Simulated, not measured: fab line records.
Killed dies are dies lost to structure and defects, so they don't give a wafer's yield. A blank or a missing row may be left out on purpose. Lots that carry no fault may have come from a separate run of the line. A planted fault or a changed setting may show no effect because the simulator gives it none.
fab line records | flow n5-finfet | part 2 of 2: steps 20 to 31 of 31
record lots=5 wafers=15 last-day=17
route steps=1938 shown HKMG_FIN@396
lots that met no fault: taken from a fault-free run of the same line
start-h: start of the lot's first displayed wafer, in hours after the record's first day | wait-h: hours from the lot's prior step to this one | " identical to the entry in the row above | L1.1+2: a single row standing in for several wafers | - value missing, or start not given | * or withheld: withheld | < > ~ a bound
route shown NAME@n: a module of which the file shows steps, and the number in the route of the first | usual: mean/standard deviation taken from wafers without a fault | same: alike in all rows | chamber/n: place in a boat | sites: the reading at each site | _std_site: how widely they spread, as a standard deviation | _edge_site: outer sites' mean less inner sites' | radius-mm: for every site, how far away it sits from the centre of the wafer | mask NAME#n: copy n | behind: the last tool/chamber to shape the wafer | hold: reason for holding the lot/hours on hold/outcome of the hold | device: transistor that didn't switch, given as n, p or np | end of line: at the end of the route, the tests of the same wafers | where a step has no rows: the recipe by itself | killed: at the first sort, the dies lost to defects and structure; wafer yield is something else | map: shows each die of a wafer: x if killed, . if not, _ if none is there
set.NAME: the setting that was run; set.NAME@STEP: the one run at that earlier step | model.NAME: the simulator's own value behind a step, which no gauge read
lots at selected steps of the route; one table per step, one row per wafer
services: the hour from which a tool's chamber was out of use, counted from the record's first day as start-h (under 0 if before that day), plus the number of hours and why
## steps
# step N5_HKMG_FIN_PRECLEAN_64
# recipe chemistry=dHF time-s=30 temp-c=25 dilution=withheld
# usual temp-c=24.99/0.1
# columns lot.wafer tool chamber start-h wait-h temp-c
L078.1 wet-bench-03 5 102.01 0.1 24.90
L078.3 " 2 " " 25.03
L078.4 " 1 " " 24.92
L079.1 wet-bench-03 6 115.46 0.1 25.12
L079.2 " 3 " " 25.12
L079.6 " 7 " " 25.09
L090.1 wet-bench-04 1 178.40 0.1 25.01
L090.2 " 0 " " 24.97
L090.6 " 4 " " 25.23
L093.1 wet-bench-03 1 189.35 0.1 24.94
L093.5 " 7 " " 24.91
L093.6 " 5 " " 24.92
L094.2 wet-bench-03 4 198.80 0.1 24.95
L094.3 " 2 " " 25.15
L094.4 " 1 " " 24.99
# step N5_HKMG_FIN_WET_ETCH_65
# recipe chemistry=TMAH temp-c=70 conc-wt-pct=5 target=a-Si stop-on=TiN time-s=49 target-depth-nm=3
# usual temp-c=69.99/0.12
# columns lot.wafer tool chamber start-h wait-h temp-c
L078.1 wet-bench-03 5 102.02 0.0 69.82
L078.3 " 2 " " 69.94
L078.4 " 1 " " 70.02
L079.1 wet-bench-03 6 115.47 0.0 69.91
L079.2 " 3 " " 69.97
L079.6 " 7 " " 70.03
L090.1 wet-bench-04 1 178.41 0.0 69.77
L090.2 " 0 " " 70.08
L090.6 " 4 " " 69.74
L093.1 wet-bench-03 1 189.36 0.0 70.08
L093.5 " 7 " " 69.81
L093.6 " 5 " " 69.77
L094.2 wet-bench-03 4 198.81 0.0 69.99
L094.3 " 2 " " 70.00
L094.4 " 1 " " 70.00
# step N5_HKMG_FIN_WET_ETCH_81
# recipe chemistry=SC1 target=TiN stop-on=HfO2 mix=1:1:5 temp-c=60 time-s=57 target-depth-nm=6
# usual temp-c=60.00/0.12
# columns lot.wafer tool chamber start-h wait-h temp-c
L078.1 wet-bench-03 5 102.04 0.0 59.72
L078.3 " 2 " " 60.05
L078.4 " 1 " " 60.05
L079.1 wet-bench-03 6 115.48 0.0 60.08
L079.2 " 3 " " 60.01
L079.6 " 7 " " 59.93
L090.1 wet-bench-04 1 178.42 0.0 60.18
L090.2 " 0 " " 60.02
L090.6 " 4 " " 60.00
L093.1 wet-bench-03 1 189.37 0.0 60.02
L093.5 " 7 " " 60.08
L093.6 " 5 " " 59.83
L094.2 wet-bench-03 4 198.82 0.0 60.05
L094.3 " 2 " " 59.96
L094.4 " 1 " " 59.66
# step N5_HKMG_FIN_WET_ETCH_82
# recipe chemistry=dHCl mix=1:10000 temp-c=25 target=La2O3 stop-on=HfO2 target-depth-nm=2 dry=ipa-marangoni rinse-time-s=30 rinse-temp-c=23
# usual temp-c=24.99/0.099
# columns lot.wafer tool chamber start-h wait-h temp-c
L078.1 wet-bench-03 5 102.07 0.0 24.99
L078.3 " 2 " " 25.09
L078.4 " 1 " " 24.93
L079.1 wet-bench-03 6 115.52 0.0 25.01
L079.2 " 3 " " 24.88
L079.6 " 7 " " 25.17
L090.1 wet-bench-04 1 178.46 0.0 25.07
L090.2 " 0 " " 24.98
L090.6 " 4 " " 25.05
L093.1 wet-bench-03 1 189.40 0.0 24.86
L093.5 " 7 " " 24.90
L093.6 " 5 " " 25.15
L094.2 wet-bench-03 4 198.86 0.0 25.08
L094.3 " 2 " " 25.00
L094.4 " 1 " " 25.09
# step N5_HKMG_FIN_ALD_36
# recipe material=TiN target-thk-a=10 temp-c=400 ald-precursor-family=TiCl4 ald-co-reactant=NH3 pulse-time-s=1 purge-time-s=3 co-reactant-purge-time-s=2 co-reactant-pulse-time-s=2 ald-cycles=47 pressure-torr=3
# usual heater-power-w=879/70 precursor-pulse-height-rel=0.999/0.021
# same ald-cycles=47
# columns lot.wafer tool chamber start-h wait-h heater-power-w precursor-pulse-height-rel
L078.1 ald-metal-03 3 102.13 0.0 945 0.986
L078.3 " 1 " " 1050 0.983
L078.4 " 2 " " 805 1.019
L079.1 ald-metal-04 1 115.58 0.0 820 0.985
L079.2 " 0 " " 900 0.996
L079.6 " 2 " " 835 0.986
L090.1 ald-metal-03 2 178.52 0.0 789 0.995
L090.2 " 0 " " 794 0.963
L090.6 " 3 " " 987 0.997
L093.1 ald-metal-02 0 189.46 0.0 810 0.990
L093.5 " 0 " " 806 0.934
L093.6 " 1 " " 961 1.011
L094.2 ald-metal-04 3 198.92 0.0 921 1.012
L094.3 " 1 " " 810 0.994
L094.4 " 0 " " 906 1.007
# step N5_HKMG_FIN_THK_MEAS_70
# recipe thk-meas-gauge=xrf reads=HfO2_of_HKMG_FIN_HK_ALD_01
# usual HK_THK=1.604/0.022
# columns lot.wafer tool chamber start-h wait-h HK_THK[nm]
L078.1 film-metro-02 - 102.41 0.2 1.626
L078.3 " - " " 1.610
L078.4 " - " " 1.632
L079.1 film-metro-02 - 115.86 0.2 1.615
L079.2 " - " " 1.637
L079.6 " - " " 1.636
L090.1 film-metro-02 - 178.80 0.2 1.615
L090.2 " - " " 1.645
L090.6 " - " " 1.594
L093.1 film-metro-01 - 189.75 0.2 1.602
L093.5 " - " " 1.596
L093.6 " - " " 1.606
L094.2 film-metro-01 - 199.20 0.2 1.591
L094.3 " - " " 1.616
L094.4 " - " " 1.609
# step N5_HKMG_FIN_PWFM_ALD_03
# recipe material=TiN target-thk-a=20 temp-c=400 ald-precursor-family=TiCl4 ald-co-reactant=NH3 pulse-time-s=1 purge-time-s=3 co-reactant-purge-time-s=2 co-reactant-pulse-time-s=2 ald-cycles=91 pressure-torr=3
# usual heater-power-w=883/79 precursor-pulse-height-rel=1.002/0.02
# same ald-cycles=91
# columns lot.wafer tool chamber start-h wait-h heater-power-w precursor-pulse-height-rel
L078.1 ald-metal-02 2 102.45 0.0 849 0.997
L078.3 " 3 " " 868 0.991
L078.4 " 0 " " 838 1.020
L079.1 ald-metal-02 1 115.89 0.0 951 1.044
L079.2 " 0 " " 794 0.976
L079.6 " 3 " " 886 1.051
L090.1 ald-metal-04 0 178.83 0.0 894 1.021
L090.2 " 3 " " 932 0.984
L090.6 " 1 " " 843 1.005
L093.1 ald-metal-03 0 189.78 0.0 777 1.007
L093.5 " 1 " " 1039 1.008
L093.6 " 2 " " 800 1.024
L094.2 ald-metal-02 0 199.23 0.0 802 0.993
L094.3 " 1 " " 925 0.989
L094.4 " 0 " " 810 0.983
# step N5_HKMG_FIN_COAT_29
# recipe resist=SOC temp-c=250 time-s=60 spin-rpm=1500 resist-thk-nm=300
# columns lot.wafer tool chamber start-h wait-h
L078.1+3+4 litho-track-02 0 102.92 0.2
L079.1+2+6 litho-track-01 0 116.36 0.2
L090.1+2+6 litho-track-01 0 179.30 0.2
L093.1+5+6 litho-track-04 0 190.25 0.2
L094.2+3+4 litho-track-01 0 199.70 0.2
# step N5_HKMG_FIN_COAT_30
# recipe resist=SiARC temp-c=220 time-s=60 spin-rpm=1500 resist-thk-nm=35
# columns lot.wafer tool chamber start-h wait-h
L078.1+3+4 litho-track-02 0 - -
L079.1+2+6 litho-track-01 0 - -
L090.1+2+6 litho-track-01 0 - -
L093.1+5+6 litho-track-04 0 - -
L094.2+3+4 litho-track-01 0 - -
# step N5_HKMG_FIN_COAT_06
# recipe resist=CAR-ArF spin-rpm=1500 resist-thk-nm=90
# columns lot.wafer tool chamber start-h wait-h
L078.1+3+4 litho-track-02 0 - -
L079.1+2+6 litho-track-01 0 - -
L090.1+2+6 litho-track-01 0 - -
L093.1+5+6 litho-track-04 0 - -
L094.2+3+4 litho-track-01 0 - -
# step N5_HKMG_FIN_EBR_08
# recipe solvent=PGMEA ebr-width-mm=1.5
# columns lot.wafer tool chamber start-h wait-h
L078.1+3+4 litho-track-02 0 - -
L079.1+2+6 litho-track-01 0 - -
L090.1+2+6 litho-track-01 0 - -
L093.1+5+6 litho-track-04 0 - -
L094.2+3+4 litho-track-01 0 - -
# step N5_HKMG_FIN_SOFTBAKE_07
# recipe temp-c=110 time-s=60 resist=CAR-ArF
# columns lot.wafer tool chamber start-h wait-h
L078.1+3+4 litho-track-02 0 - -
L079.1+2+6 litho-track-01 0 - -
L090.1+2+6 litho-track-01 0 - -
L093.1+5+6 litho-track-04 0 - -
L094.2+3+4 litho-track-01 0 - -
## services
# columns tool chamber start-h hours kind
ald-metal-02 3 85.05 15.9 repair
rie-diel-06 - 100.57 14.6 pm
plasma-asher-02 - 109.26 2.8 pm
ald-metal-03 1 110.48 4.2 repair
plasma-asher-01 - 115.45 10.4 repair
litho-track-04 - 118.72 - consumable-replace:filter
rie-diel-06 0 131.05 5.5 repair
thermal-cvd-si-02 - 132.61 1.6 repair
thermal-cvd-si-01 0 156.42 10.8 repair
rie-diel-06 0 162.38 3.7 repair
rie-diel-02 1 162.82 3.1 repair
ald-metal-04 1 168.48 2.2 repair
plasma-asher-01 - 168.97 3.8 repair
ald-metal-04 3 175.80 1.5 repair
thermal-cvd-si-01 0 186.42 12.4 repair
ald-metal-03 - 187.71 1.8 repair
ald-metal-02 3 197.98 17.2 repair
